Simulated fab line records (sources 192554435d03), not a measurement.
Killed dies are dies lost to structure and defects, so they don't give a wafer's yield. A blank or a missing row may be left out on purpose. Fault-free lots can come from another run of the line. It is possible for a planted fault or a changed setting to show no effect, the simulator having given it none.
fab line records	flow n5_finfet
record: lots: 6	wafers: 18	last_day: 17
route steps=1938 shown SD_EPI_N@276 SD_EPI_P@295 MOL_CONTACT_COAG@537 PASSIVATION@1936
lots with no fault: from the same line, run without faults
start_h: hours from the record's first day to the start of the lot's first wafer shown	wait_h: hours elapsed since this lot's preceding step	" identical to the entry in the row above	L1.1+2: several wafers, shown together as one row	- no value present, or no start provided	* or withheld: withheld	< > ~ a bound
route shown NAME@n: names a module that has steps shown in the file, with the first one's number in the route	usual: average and standard deviation across the fault-free wafers	same: alike in all rows	chamber/n: place in a boat	sites: readings site by site	_std_site: the values' standard deviation	_edge_site: inner sites' mean taken away from outer sites' mean	radius_mm: for every site, how far away it sits from the centre of the wafer	mask NAME#n: copy n	behind: the most recent tool/chamber to have shaped the wafer	hold: why the lot went on hold/how many hours it stayed there/how the hold came to an end	device: whichever transistor did not switch (one of n, p or np)	end of line: at the end of the route, the tests of the same wafers	where a step has no rows: the recipe by itself	killed: at the first sort, the dies lost to defects and structure; wafer yield is something else	map: a wafer's dies, marking killed ones x, the rest . and places with no die _
set.NAME: the setting as run; set.NAME@STEP: as run at that earlier step	model.NAME: the simulator's own value behind a step, which no gauge read
a table for each step, a row for each wafer; lots at some steps of the route
services: a tool's chamber out of use, with start hour (start_h, from the record's first day; less than 0 if before it), hours out, and reason
== steps ==
step: N5_SD_EPI_N_STRIP_36
recipe: chemistry: N2/H2	temp_c: 40	n2_flow_sccm: 200	h2_flow_sccm: 200	rf_frequency_hz: 6e+07
step: N5_SD_EPI_N_ETCHBACK_44
recipe: chemistry: CH3F/O2	mode: anisotropic_etchback	target: SiNx	target_depth_a: 145	stop_on: SiO2	over_etch_frac: 0.3	ion_energy_ev: 120	pressure_mtorr: 30	source_w: 395	bias_w: 73	Ar_flow_sccm: 150	CH3F_flow_sccm: 30	O2_flow_sccm: 20
step: N5_SD_EPI_N_ETCH_45
recipe: chemistry: CH3F/O2	target: SiOCN	target_depth_a: 60	mask_material: SOC	ion_energy_ev: 60	bias_w: 29	pressure_mtorr: 15	source_w: 410	Ar_flow_sccm: 150	CH3F_flow_sccm: 30	O2_flow_sccm: 20
step: N5_SD_EPI_N_ETCH_16
recipe: chemistry: CHF3/O2	target: SiO2	target_depth_a: 50	mask_material: SOC	pressure_mtorr: 30	source_w: 650	bias_w: 170	Ar_flow_sccm: 200	CHF3_flow_sccm: 50	O2_flow_sccm: 5	ion_energy_ev: 200
step: N5_SD_EPI_N_STRIP_47
recipe: chemistry: CHF3/O2	resist: SiARC	rf_frequency_hz: 6e+07
step: N5_SD_EPI_N_SD_RECESS_17
recipe: chemistry: HBr/Cl2/O2	target_depth_a: 410	mask_material: SOC	time_s: 23.7	bt_time_s: 3	pressure_mtorr: 10	icp_w: 800	bias_w: 112	HBr_flow_sccm: 150	Cl2_flow_sccm: 80	O2_flow_sccm: 12
step: N5_SD_EPI_N_STRIP_38
recipe: chemistry: N2/H2	power_w: 1000	temp_c: 250	h2_frac: 0.65	overash_fraction: 0.3	pressure_mtorr: withheld	n2_flow_sccm: 1750	h2_flow_sccm: 3250
usual: drypump_motor_current_A: 5.8/0.51	heater_power_w: 350/9.6	oes_product_au: 0.761/0.011
lot.wafer	tool	chamber	start_h	wait_h	drypump_motor_current_A	heater_power_w	oes_product_au	rf_hours_counter_h
L920.3	plasma_asher-01	1	61.74	0.1	6.0	337	0.779	-
L920.4	"	0	"	"	6.4	343	0.757	-
L920.6	"	1	"	"	6.0	348	0.764	-
L923.2	plasma_asher-02	1	80.04	0.1	5.2	362	0.769	36
L923.3	"	1	"	"	5.2	368	0.757	-
L923.6	"	0	"	"	5.3	362	0.761	-
L926.1	plasma_asher-01	1	96.33	0.1	6.0	356	0.774	93
L926.4	"	1	"	"	6.0	351	0.758	-
L926.6	"	1	"	"	6.0	345	0.769	-
L928.1	plasma_asher-02	1	112.78	0.1	5.2	366	0.747	43
L928.4	"	1	"	"	5.2	359	0.765	-
L928.5	"	1	"	"	5.2	359	0.775	-
L939.2	plasma_asher-02	0	174.50	0.1	5.2	354	0.778	53
L939.4	"	1	"	"	5.2	366	0.772	-
L939.5	"	0	"	"	5.2	360	0.770	-
L940.1	plasma_asher-02	1	180.04	0.1	5.2	366	0.787	54
L940.3	"	0	"	"	5.2	343	0.768	-
L940.4	"	1	"	"	5.2	355	0.748	-
step: N5_SD_EPI_N_WET_ETCH_43
recipe: chemistry: dHF	dilution: withheld	time_s: 14	target: SiO2	target_depth_a: 15	temp_c: 25
step: N5_SD_EPI_N_STRIP_18
recipe: chemistry: SPM	time_s: 750	temp_c: 130	h2so4_h2o2_vol_ratio: 4
step: N5_SD_EPI_N_SRD_20
recipe: dry: ipa_marangoni	do_ppb: 5	time_s: 30	temp_c: 23	rinse_liquid: diw
step: N5_SD_EPI_N_PRECLEAN_48
recipe: chemistry: NF3:NH3	afs_cycles: 2	temp_c: 30	time_s: 20	sublimation_temp_c: 180	sublimation_time_s: 60	pressure_torr: 3	rf_power_w: 30
step: N5_SD_EPI_N_VAPOR_ETCH_50
recipe: chemistry: HCl	target: Si	temp_c: 775	time_s: 54	pressure_torr: 20	mode: isotropic
step: N5_SD_EPI_N_EPI_21
recipe: material: Si:P	dopant: P	temp_c: 680	pressure_torr: 255	time_s: 690
lot.wafer	tool	chamber	start_h	wait_h	model.Si-P_of_SD_EPI_N_EPI_21.thk_nm
L920.3	epi_rpcvd-03	0	63.17	0.7	58.4
L920.4+6	"	0	"	"	58.2
L923.2+3	epi_rpcvd-01	0	81.23	0.4	58.4
L923.6	"	0	82.35	1.4	58
L926.1+4	epi_rpcvd-01	0	97.22	0.1	60.8
L926.6	"	0	98.62	1.4	59.6
L928.1	epi_rpcvd-01	0	113.67	0.1	60.8
L928.4	"	0	"	"	61.2
L928.5	"	0	"	"	59
L939.2+4	epi_rpcvd-03	0	175.94	0.5	59.6
L939.5	"	0	177.06	1.5	59.4
L940.1	epi_rpcvd-03	0	181.11	0.2	58.4
L940.3	"	0	"	"	58
L940.4	"	0	"	"	58.2
step: N5_SD_EPI_N_EPI_MEAS_23
recipe: mode: xrd
usual: thk_nm: 58.9/1.2
lot.wafer	tool	chamber	start_h	wait_h	thk_nm
L920.3	film_metro-02	-	64.33	0.9	59.2
L920.4	"	-	"	"	57.9
L920.6	"	-	"	"	58.9
L923.2	film_metro-01	-	82.68	1.2	58.0
L923.3	"	-	"	"	57.6
L923.6	"	-	"	"	58.0
L926.1	film_metro-01	-	98.94	1.4	61.1
L926.4	"	-	"	"	60.4
L926.6	"	-	"	"	59.0
L928.1	film_metro-01	-	115.39	1.4	60.4
L928.4	"	-	"	"	60.1
L928.5	"	-	"	"	59.4
L939.2	film_metro-01	-	177.86	1.5	60.6
L939.4	"	-	"	"	60.3
L939.5	"	-	"	"	59.0
L940.1	film_metro-02	-	183.41	1.9	59.7
L940.3	"	-	"	"	58.4
L940.4	"	-	"	"	57.9
step: N5_SD_EPI_N_PRECLEAN_24
recipe: chemistry: O3/DIW	time_s: 60	temp_c: 22	o3_ppm: 10
step: N5_SD_EPI_N_SRD_25
recipe: time_s: 30	temp_c: 23	rinse_liquid: diw	dry: ipa_marangoni
step: N5_SD_EPI_N_PRECLEAN_49
recipe: chemistry: NF3:NH3	afs_cycles: 1	temp_c: 30	time_s: 20	sublimation_temp_c: 180	sublimation_time_s: 60	pressure_torr: 3	rf_power_w: 30
step: N5_SD_EPI_N_LINER_46
recipe: material: SiNx	target_thk_a: 30	temp_c: 400	ald_precursor_family: SiH2I2	ald_co_reactant: N2/H2-plasma	pressure_torr: 2
usual: heater_power_w: 871/71
lot.wafer	tool	chamber	start_h	wait_h	heater_power_w
L920.3	ald_sin-02	2	64.79	0.3	855
L920.4	"	1	"	"	845
L920.6	"	2	"	"	848
L923.2	ald_sin-01	1	82.99	0.1	873
L923.3	"	3	"	"	903
L923.6	"	2	"	"	731
L926.1	ald_sin-04	2	99.61	0.5	949
L926.4	"	0	"	"	818
L926.6	"	0	"	"	821
L928.1	ald_sin-04	1	115.73	0.2	912
L928.4	"	2	"	"	975
L928.5	"	0	"	"	835
L939.2	ald_sin-01	1	178.24	0.2	876
L939.4	"	2	"	"	788
L939.5	"	3	"	"	874
L940.1	ald_sin-01	2	184.52	1.0	793
L940.3	"	1	"	"	887
L940.4	"	3	"	"	863
step: N5_SD_EPI_N_INSPECT_26
recipe: inspect_instrument: darkfield	mode: post_epi
usual: raw_defect_count: 198/39
lot.wafer	tool	chamber	start_h	wait_h	raw_defect_count
L920.3	defect_inspect-02	-	65.04	0.1	219
L920.4	"	-	"	"	218
L920.6	"	-	"	"	137
L923.2	defect_inspect-01	-	83.25	0.2	190
L923.3	"	-	"	"	202
L923.6	"	-	"	"	154
L926.1	defect_inspect-01	-	99.86	0.1	196
L926.4	"	-	"	"	217
L926.6	"	-	"	"	188
L928.1	defect_inspect-02	-	115.98	0.1	256
L928.4	"	-	"	"	195
L928.5	"	-	"	"	192
L939.2	defect_inspect-02	-	178.49	0.1	221
L939.4	"	-	"	"	203
L939.5	"	-	"	"	190
L940.1	defect_inspect-02	-	184.77	0.1	241
L940.3	"	-	"	"	231
L940.4	"	-	"	"	252
step: N5_SD_EPI_P_COAT_34
recipe: resist: SOC	temp_c: 250	time_s: 60	spin_rpm: 1500	resist_thk_nm: 350
step: N5_SD_EPI_P_COAT_35
recipe: resist: SiARC	temp_c: 220	time_s: 60	spin_rpm: 1500	resist_thk_nm: 35
step: N5_SD_EPI_P_COAT_03
recipe: resist: CAR-ArF-block	spin_rpm: 1500	resist_thk_nm: 150
step: N5_SD_EPI_P_EBR_05
recipe: solvent: PGMEA	ebr_width_mm: 1.5
step: N5_SD_EPI_P_SOFTBAKE_04
recipe: temp_c: 110	time_s: 60	resist: CAR-ArF-block
step: N5_SD_EPI_P_EXPOSE_06
recipe: mask_id: SD_P_BLK	na: 1.35	source_shape: conventional	sigma_outer: 0.8	polarization: unpolarized	target_cd_nm: 240	dose_mj: 39.5
step: N5_SD_EPI_P_PEB_07
recipe: peb_temp_c: 110	peb_time_s: 60	resist: CAR-ArF-block
step: N5_SD_EPI_P_DEVELOP_08
recipe: develop_time_s: 30	developer: TMAH	resist: CAR-ArF-block	dev_temp_c: 23	rinse_liquid: diw	dry: air_spin
step: N5_SD_EPI_P_CD_MEAS_09
recipe: target_cd_nm: 240	landing_energy_ev: 500	detector: se_inlens
usual: cd_nm: 239.8/0.77
same: landing_energy_ev: 500
lot.wafer	tool	chamber	start_h	wait_h	cd_nm
L920.3	cd_sem-02	0	65.44	-	240.6
L920.4	"	0	"	"	239.5
L920.6	"	0	"	"	240.5
L923.2	cd_sem-01	0	83.65	-	239.2
L923.3	"	0	"	"	239.5
L923.6	"	0	"	"	239.3
L926.1	cd_sem-03	0	100.26	-	240.1
L926.4	"	0	"	"	239.2
L926.6	"	0	"	"	240.3
L928.1	cd_sem-02	0	116.38	-	240.2
L928.4	"	0	"	"	238.2
L928.5	"	0	"	"	238.9
L939.2	cd_sem-02	0	178.89	-	239.9
L939.4	"	0	"	"	239.5
L939.5	"	0	"	"	240.3
L940.1	cd_sem-01	0	185.07	-	239.8
L940.3	"	0	"	"	239.5
L940.4	"	0	"	"	238.9
step: N5_SD_EPI_P_OVL_MEAS_10
recipe: points_per_wafer: 44
usual: SD_P_BLK_OVL: 0.8/0.85
lot.wafer	tool	chamber	start_h	wait_h	SD_P_BLK_OVL[nm]
L920.3	overlay-01	0	65.47	0.0	0.8
L920.4	"	0	"	"	-0.4
L920.6	"	0	"	"	0.1
L923.2	overlay-02	0	83.68	0.0	-0.5
L923.3	"	0	"	"	1.1
L923.6	"	0	"	"	-1.2
L926.1	overlay-01	0	100.29	0.0	-0.1
L926.4	"	0	"	"	0.7
L926.6	"	0	"	"	1.1
L928.1	overlay-02	0	116.41	0.0	-0.2
L928.4	"	0	"	"	0.6
L928.5	"	0	"	"	0.0
L939.2	overlay-02	0	178.92	0.0	-0.3
L939.4	"	0	"	"	0.8
L939.5	"	0	"	"	-0.5
L940.1	overlay-02	0	185.10	0.0	1.7
L940.3	"	0	"	"	0.4
L940.4	"	0	"	"	1.0
step: N5_SD_EPI_P_INSPECT_11
recipe: mode: adi	inspect_instrument: macro
usual: raw_defect_count: 2.2/1.4
lot.wafer	tool	chamber	start_h	wait_h	raw_defect_count
L920.3	defect_inspect-02	-	65.49	0.0	3
L920.4	"	-	"	"	4
L920.6	"	-	"	"	1
L923.2	defect_inspect-02	-	83.71	0.0	3
L923.3	"	-	"	"	3
L923.6	"	-	"	"	1
L926.1	defect_inspect-02	-	100.31	0.0	2
L926.4	"	-	"	"	1
L926.6	"	-	"	"	3
L928.1	defect_inspect-02	-	116.43	0.0	3
L928.4	"	-	"	"	3
L928.5	"	-	"	"	4
L939.2	defect_inspect-01	-	178.94	0.0	3
L939.4	"	-	"	"	5
L939.5	"	-	"	"	1
L940.1	defect_inspect-01	-	185.13	0.0	1
L940.3	"	-	"	"	1
L940.4	"	-	"	"	1
step: N5_SD_EPI_P_DESCUM_14
recipe: chemistry: O2	time_s: 7.9	source_power_w: 50	bias_power_w: 20	pressure_mtorr: 20	rf_frequency_hz: 2.712e+07	temp_c: 40	resist: CAR-ArF-block	o2_flow_sccm: 225
step: N5_SD_EPI_P_ETCH_36
recipe: chemistry: CF4	target: SiARC	target_depth_a: 455	mask_material: CAR-ArF-block	time_s: 75.8	ion_energy_ev: 80	pressure_mtorr: 40	source_w: 545	bias_w: 36	Ar_flow_sccm: 100	cf4_flow_sccm: 100	ends: cleared
usual: drypump_motor_current_A: 5.8/0.42	etch_rf_on_time_s: 75.5/1.7	oes_product_au: 0.68/0.067	rf_vpp_V: 184.0/1.2	showerhead_plenum_p_Torr: 2.14/0.075	throttle_valve_pct: 15.59/0.16
lot.wafer	tool	chamber	start_h	wait_h	drypump_motor_current_A	etch_rf_on_time_s	oes_product_au	rf_hours_counter_h	rf_vpp_V	showerhead_plenum_p_Torr	throttle_valve_pct
L920.3	rie_diel-01	1	65.80	0.0	6.3	77.0	0.77	18	183.1	2.12	15.26
L920.4	"	0	"	"	6.1	75.0	0.63	188	184.6	2.20	15.55
L920.6	"	2	"	"	5.2	76.0	0.73	-	183.9	2.10	15.59
L923.2	rie_diel-04	1	83.78	0.0	5.8	73.0	0.79	18	185.6	2.28	15.54
L923.3	"	2	"	"	5.5	78.1	0.58	240	183.2	2.04	15.73
L923.6	"	2	"	"	5.5	77.2	0.58	-	180.8	2.04	15.72
L926.1	rie_diel-04	3	100.38	0.0	5.7	76.1	0.60	223	182.8	2.03	15.74
L926.4	"	0	"	"	5.1	72.0	0.68	131	184.8	2.15	15.50
L926.6	"	3	"	"	5.7	76.3	0.60	-	183.0	2.03	15.74
L928.1	rie_diel-04	2	116.50	0.0	5.6	76.9	0.57	249	182.6	2.03	15.74
L928.4	"	1	"	"	5.8	72.7	0.78	26	184.6	2.28	15.55
L928.5	"	2	"	"	5.6	77.9	0.57	-	184.0	2.03	15.74
L939.2	rie_diel-01	1	179.18	0.0	6.3	76.4	0.71	59	182.5	2.10	15.33
L939.4	"	1	"	"	6.3	75.8	0.72	-	184.0	2.10	15.34
L939.5	"	2	"	"	5.2	75.1	0.69	-	183.7	2.08	15.68
L940.1	rie_diel-05	2	185.47	0.0	5.3	75.6	0.67	111	183.3	2.15	15.75
L940.3	"	3	"	"	6.2	74.4	0.62	225	185.4	2.20	15.73
L940.4	"	1	"	"	6.1	74.9	0.67	110	183.3	2.09	15.74
step: N5_SD_EPI_P_ETCH_37
recipe: chemistry: N2/H2	target: SOC	overetch_a: 1080	mask_material: SiARC	temp_c: 40	ion_energy_ev: 100	source_w: 3000	bias_w: 133	pressure_mtorr: 20	time_s: 486	n2_flow_sccm: 200	h2_flow_sccm: 200	ends: end_point
step: N5_SD_EPI_P_STRIP_38
recipe: chemistry: N2/H2	temp_c: 40	n2_flow_sccm: 200	h2_flow_sccm: 200	rf_frequency_hz: 6e+07
step: N5_SD_EPI_P_ETCHBACK_46
recipe: chemistry: CH3F/O2	mode: anisotropic_etchback	target: SiNx	target_depth_a: 175	stop_on: SiO2	over_etch_frac: 0.3	ion_energy_ev: 120	pressure_mtorr: 30	source_w: 395	bias_w: 73	Ar_flow_sccm: 150	CH3F_flow_sccm: 30	O2_flow_sccm: 20
usual: drypump_motor_current_A: 5.8/0.41	oes_product_au: 0.68/0.066	rf_vpp_V: 295/5.7	showerhead_plenum_p_Torr: 2.00/0.071	throttle_valve_pct: 16.32/0.15
lot.wafer	tool	chamber	start_h	wait_h	drypump_motor_current_A	oes_product_au	rf_hours_counter_h	rf_vpp_V	showerhead_plenum_p_Torr	throttle_valve_pct
L920.3	rie_diel-01	1	66.18	0.0	6.3	0.78	18	290	1.97	15.97
L920.4	"	0	"	"	6.1	0.63	188	298	2.06	16.30
L920.6	"	2	"	"	5.2	0.73	-	291	1.96	16.37
L923.2	rie_diel-04	1	84.16	0.0	5.9	0.77	18	299	2.12	16.23
L923.3	"	2	"	"	5.6	0.58	240	299	1.89	16.42
L923.6	"	2	"	"	5.6	0.59	-	300	1.89	16.42
L926.1	rie_diel-04	3	100.76	0.0	5.7	0.60	224	296	1.89	16.46
L926.4	"	0	"	"	5.1	0.66	131	289	2.01	16.27
L926.6	"	3	"	"	5.7	0.60	-	295	1.89	16.46
L928.1	rie_diel-04	2	116.88	0.0	5.6	0.59	249	297	1.89	16.43
L928.4	"	1	"	"	5.9	0.76	27	296	2.12	16.24
L928.5	"	2	"	"	5.6	0.58	-	299	1.89	16.45
L939.2	rie_diel-01	1	179.56	0.0	6.3	0.72	60	289	1.95	16.04
L939.4	"	1	"	"	6.3	0.72	-	291	1.95	16.07
L939.5	"	2	"	"	5.1	0.70	-	291	1.95	16.45
L940.1	rie_diel-05	2	185.85	0.0	5.3	0.67	111	307	2.01	16.48
L940.3	"	3	"	"	6.2	0.61	225	288	2.04	16.36
L940.4	"	1	"	"	6.1	0.68	111	294	1.95	16.46
step: N5_SD_EPI_P_ETCH_47
recipe: chemistry: CH3F/O2	target: SiOCN	target_depth_a: 250	mask_material: SOC	ion_energy_ev: 60	bias_w: 29	pressure_mtorr: 30	source_w: 410	Ar_flow_sccm: 150	CH3F_flow_sccm: 30	O2_flow_sccm: 20
step: N5_SD_EPI_P_ETCH_16
recipe: chemistry: CHF3/O2	target: SiO2	target_depth_a: 50	mask_material: SOC	pressure_mtorr: 30	source_w: 650	bias_w: 170	Ar_flow_sccm: 200	CHF3_flow_sccm: 50	O2_flow_sccm: 5	ion_energy_ev: 200
step: N5_SD_EPI_P_STRIP_50
recipe: chemistry: CHF3/O2	resist: SiARC	rf_frequency_hz: 6e+07
step: N5_SD_EPI_P_SD_RECESS_17
recipe: chemistry: HBr/Cl2/O2	target_depth_a: 391	bt_time_s: 3	pressure_mtorr: 10	icp_w: 800	bias_w: 112	HBr_flow_sccm: 150	Cl2_flow_sccm: 80	O2_flow_sccm: 12
step: N5_SD_EPI_P_WET_ETCH_45
recipe: chemistry: dHF	dilution: withheld	time_s: 10.7	target: SiO2	target_depth_a: 20	temp_c: 25	dry: ipa_marangoni	rinse_time_s: 30	rinse_temp_c: 23
step: N5_SD_EPI_P_STRIP_40
recipe: chemistry: N2/H2	power_w: 1000	temp_c: 250	h2_frac: 0.65	overash_fraction: 0.3	pressure_mtorr: withheld	n2_flow_sccm: 1750	h2_flow_sccm: 3250
usual: drypump_motor_current_A: 5.8/0.52	heater_power_w: 351/9.4	oes_product_au: 0.761/0.011
lot.wafer	tool	chamber	start_h	wait_h	drypump_motor_current_A	heater_power_w	oes_product_au	rf_hours_counter_h
L920.3	plasma_asher-01	1	66.62	0.1	6.0	354	0.746	-
L920.4	"	0	"	"	6.4	336	0.766	-
L920.6	"	1	"	"	6.0	355	0.757	-
L923.2	plasma_asher-02	0	84.60	0.0	5.2	346	0.746	37
L923.3	"	0	"	"	5.3	362	0.760	-
L923.6	"	1	"	"	5.2	354	0.765	-
L926.1	plasma_asher-01	0	101.18	0.0	6.4	336	0.766	93
L926.4	"	1	"	"	6.0	343	0.764	-
L926.6	"	1	"	"	6.0	341	0.756	-
L928.1	plasma_asher-02	1	117.30	0.0	5.2	362	0.758	43
L928.4	"	1	"	"	5.2	356	0.756	-
L928.5	"	0	"	"	5.2	351	0.738	-
L939.2	plasma_asher-01	1	179.98	0.0	6.0	352	0.738	111
L939.4	"	0	"	"	6.5	342	0.756	-
L939.5	"	1	"	"	6.0	338	0.750	-
L940.1	plasma_asher-01	0	186.27	0.0	6.5	333	0.747	112
L940.3	"	0	"	"	6.4	350	0.777	-
L940.4	"	1	"	"	6.0	350	0.773	-
step: N5_SD_EPI_P_PRECLEAN_52
recipe: chemistry: O3/DIW	time_s: 60	temp_c: 22	o3_ppm: 10
step: N5_MOL_CONTACT_COAG_ETCH_15
recipe: chemistry: CH3F/O2	target: SiNx	target_depth_a: 70	mask_material: SOC	stop_on: Si:P	over_etch_frac: 0.75	ion_energy_ev: 120	pressure_mtorr: 30	source_w: 395	bias_w: 73	Ar_flow_sccm: 150	CH3F_flow_sccm: 30	O2_flow_sccm: 20
usual: drypump_motor_current_A: 5.7/0.31	oes_product_au: 0.55/0.048	rf_vpp_V: 296/5.8	showerhead_plenum_p_Torr: 2.01/0.071	throttle_valve_pct: 16.37/0.21
lot.wafer	tool	chamber	start_h	wait_h	drypump_motor_current_A	oes_product_au	rf_hours_counter_h	rf_vpp_V	showerhead_plenum_p_Torr	throttle_valve_pct	model.Si-P_of_SD_EPI_N_EPI_21.thk_nm
L920.3	rie_diel-03	3	101.06	0.0	5.9	0.66	25	300	2.11	16.06	57.6
L920.4	"	0	"	"	5.6	0.58	122	294	1.92	16.30	57.4
L920.6	"	3	"	"	5.9	0.66	-	301	2.11	16.07	57.4
L923.2	rie_diel-03	2	116.39	0.0	6.1	0.53	201	291	1.99	16.22	57.6
L923.3	"	1	"	"	5.3	0.53	168	290	2.07	16.26	57.4
L923.6	"	3	"	"	5.9	0.65	-	299	2.11	16.08	57.2
L926.1	rie_diel-06	0	134.12	0.0	5.8	0.55	159	296	2.08	16.44	60
L926.4	"	2	"	"	6.2	0.52	-	291	1.90	16.65	60
L926.6	"	0	"	"	5.8	0.55	-	295	2.08	16.42	58.6
L928.1	rie_diel-03	3	150.37	0.0	5.9	0.65	41	302	2.11	16.10	60
L928.4	"	0	"	"	5.6	0.57	138	295	1.92	16.34	60.4
L928.5	"	0	"	"	5.6	0.57	-	294	1.92	16.32	58.2
L939.2	rie_diel-02	0	212.97	0.0	5.6	0.50	227	299	1.98	16.34	58.8
L939.4	"	3	"	"	5.6	0.53	219	295	1.97	16.81	58.8
L939.5	"	2	"	"	5.4	0.51	-	298	1.97	16.37	58.6
L940.1	rie_diel-02	2	220.03	0.0	5.4	0.51	240	297	1.97	16.36	57.6
L940.3	"	0	"	"	5.6	0.51	230	298	1.97	16.35	57.2
L940.4	"	0	"	"	5.6	0.51	-	297	1.97	16.35	57.4
step: N5_PASSIVATION_PROBE_49
usual: killed_at_M0_to_M3: 34/12	killed_at_M4_up: 12/4.9	killed_at_contacts: 13/7.2	killed_at_front_end: 39/12	killed_at_other: 3.7/2.9	killed_dies: 101/18	killed_on_rim: 13/4	killed_open: 67/14	killed_short: 33/7.2
same: gross_dies: 1180	killed_at_back_side: 0
lot.wafer	tool	chamber	start_h	wait_h	killed_at_M0_to_M3	killed_at_M4_up	killed_at_contacts	killed_at_front_end	killed_at_other	killed_dies	killed_on_rim	killed_open	killed_short
L928.1	prober-01	-	339.01	0.0	40	14	25	48	11	138	19	93	45
L928.4	prober-01	-	339.16	0.2	30	10	3	63	4	110	15	71	35
L928.5	prober-01	-	339.21	0.2	29	16	13	43	9	110	17	69	41
killed by level:class
L928.1 MOL_CONTACT_COAG:geometric_particle:open=17 BEOL_M0_SAQP:geometric_particle:open=16 BEOL_M0_SAQP:geometric_particle:short=13 FIN_SAQP:geometric_particle:open=9 DUMMY_GATE:geometric_particle:open=9 BEOL_M4:geometric_particle:open=9 MOL_CONTACT_COAG:geometric_particle:short=8 STI_FIN_REVEAL:geometric_particle:open=6
L928.4 FIN_SAQP:geometric_particle:short=15 FIN_SAQP:geometric_particle:open=13 BEOL_M0_SAQP:geometric_particle:open=8 GATE_CUT:geometric_particle:open=7 ILD0:geometric_particle:open=5 GATE_CUT:geometric_particle:short=5 BEOL_M0_SAQP:geometric_particle:short=5 BEOL_M1:geometric_particle:open=5
L928.5 MOL_CONTACT_COAG:geometric_particle:open=12 STI_FIN_REVEAL:geometric_particle:open=10 FIN_SAQP:geometric_particle:short=7 BEOL_M0_SAQP:geometric_particle:open=7 BEOL_M3:geometric_particle:open=6 FIN_SAQP:geometric_particle:open=5 BEOL_M0_SAQP:geometric_particle:short=5 BEOL_M1:geometric_particle:open=5
== services ==
tool	chamber	start_h	hours	kind
ald_sin-02	-	50.88	1.8	repair
rie_diel-04	1	56.27	4.2	repair
rie_diel-02	-	58.78	1.6	repair
rie_diel-05	-	60.59	0.6	repair
rie_diel-02	2	69.19	10.5	repair
rie_diel-04	0	80.56	7.8	repair
epi_rpcvd-03	-	80.95	0.7	repair
ald_sin-01	-	85.84	14.0	pm
rie_diel-01	-	98.51	2.8	pm
rie_diel-01	3	111.79	13.2	repair
epi_rpcvd-03	-	113.23	0.5	repair
rie_diel-01	0	123.46	131.8	repair
rie_diel-05	1	126.84	5.4	repair
ald_sin-04	1	137.93	12.3	repair
rie_diel-02	1	146.47	3.9	repair
plasma_asher-02	-	148.95	4.9	repair
rie_diel-01	3	154.67	14.1	repair
ald_sin-04	-	173.10	6.0	pm
ald_sin-04	-	179.10	14.0	pm
rie_diel-02	3	185.18	6.4	repair
plasma_asher-01	-	189.66	1.4	repair
rie_diel-04	0	202.29	6.5	repair
rie_diel-05	2	205.97	1.6	repair
rie_diel-05	-	216.89	0.8	repair
== key ==
first_sign none at tools or gauges
model_effect: step: N5_SD_EPI_N_EPI_21	value: Si-P_of_SD_EPI_N_EPI_21.thk_nm	without: 59.3	struck: 60.9
model_effect: step: N5_MOL_CONTACT_COAG_ETCH_15	value: Si-P_of_SD_EPI_N_EPI_21.thk_nm	without: 58.5	struck: 60.1
met_at N5_SD_EPI_N_EPI_21
struck_wafers L926.1,L926.4,L928.1,L928.4
tester_left_out L926,L928
onset_between 81.23 97.22
fault: kind: process_parameter_drift	tool: epi_rpcvd-01	chamber: -	onset_h: 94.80	steps: N5_SD_EPI_N_EPI_21	channel: time_s	offset: *	shape: step	end_h: 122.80	scope: struck_wafers_only	acts_in: *	stated: *
tester_left_out: of these lots the tester's yield and bins aren't shown, on N5 and GAA mostly nor the transistor test; their killed dies are dies lost to structure and defects alone, not to doping, threshold or leakage, so they don't give the yield
